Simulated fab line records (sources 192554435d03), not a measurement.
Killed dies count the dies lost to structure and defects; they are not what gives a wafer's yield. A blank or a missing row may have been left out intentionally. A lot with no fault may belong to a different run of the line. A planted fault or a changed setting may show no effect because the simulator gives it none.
Chamber matching | flow n5 finfet | rie diel-05 running N5_BEOL_M14_ETCH_68: 4 sister chambers
The step etches SOC in N2/H2, time 450 s. 8 wafers are shown with their chamber, then 11 later ones without.

## WAFERS, EACH WITH ITS CHAMBER
wafer  | chamber | showerhead plenum p Torr (Torr) | drypump motor current A (A)
L079.6 | 0       | 2.73                            | 5.9
L084.1 | 0       | 2.72                            | 5.8
L085.5 | 3       | 2.59                            | 6.2
L085.6 | 2       | 2.71                            | 6.0
L087.1 | 1       | 2.50                            | 5.0
L087.5 | 2       | 2.71                            | 6.0
L087.6 | 1       | 2.50                            | 5.0
L089.1 | 3       | 2.58                            | 6.1

## WAFERS WHOSE CHAMBER IS MISSING
wafer  | showerhead plenum p Torr (Torr) | drypump motor current A (A)
L089.3 | 2.71                            | 5.9
L089.4 | 2.72                            | 5.9
L090.3 | 2.50                            | 5.0
L090.5 | 2.58                            | 6.1
L090.6 | 2.71                            | 5.9
L092.2 | 2.70                            | 5.9
L092.4 | 2.58                            | 6.2
L092.6 | 2.71                            | 5.8
L096.1 | 2.57                            | 6.1
L096.4 | 2.50                            | 5.0
L096.6 | 2.70                            | 5.9

## EACH ONE'S CHAMBER
wafer  | from the rows above     | in truth
L089.3 | can't be placed: 2 or 0 | 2
L089.4 | can't be placed: 0 or 2 | 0
L090.3 | 1                       | 1
L090.5 | 3                       | 3
L090.6 | can't be placed: 2 or 0 | 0
L092.2 | 2                       | 2
L092.4 | 3                       | 3
L092.6 | can't be placed: 0 or 2 | 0
L096.1 | 3                       | 3
L096.4 | 1                       | 1
L096.6 | 2                       | 2
Correct placement for 7 of the 11. These rows do not allow placing 4 (true chamber among the candidates in 4). Wrongly placed: 0.
How it was worked out, from the rows above alone: a wafer's distance from a chamber is the root of the sum, over the readings, of the square of ((its reading less the chamber's mean) divided by the reading's scatter). The wafer belongs to the nearest chamber; if the next one is less than 2 further off, it can't be placed. For every chamber, the mean is computed from those of its wafers that are shown. How the scatter is found: for the shown wafers, subtract from each reading the mean of its chamber, square and add these, divide the total by (wafers less chambers), then take the root.
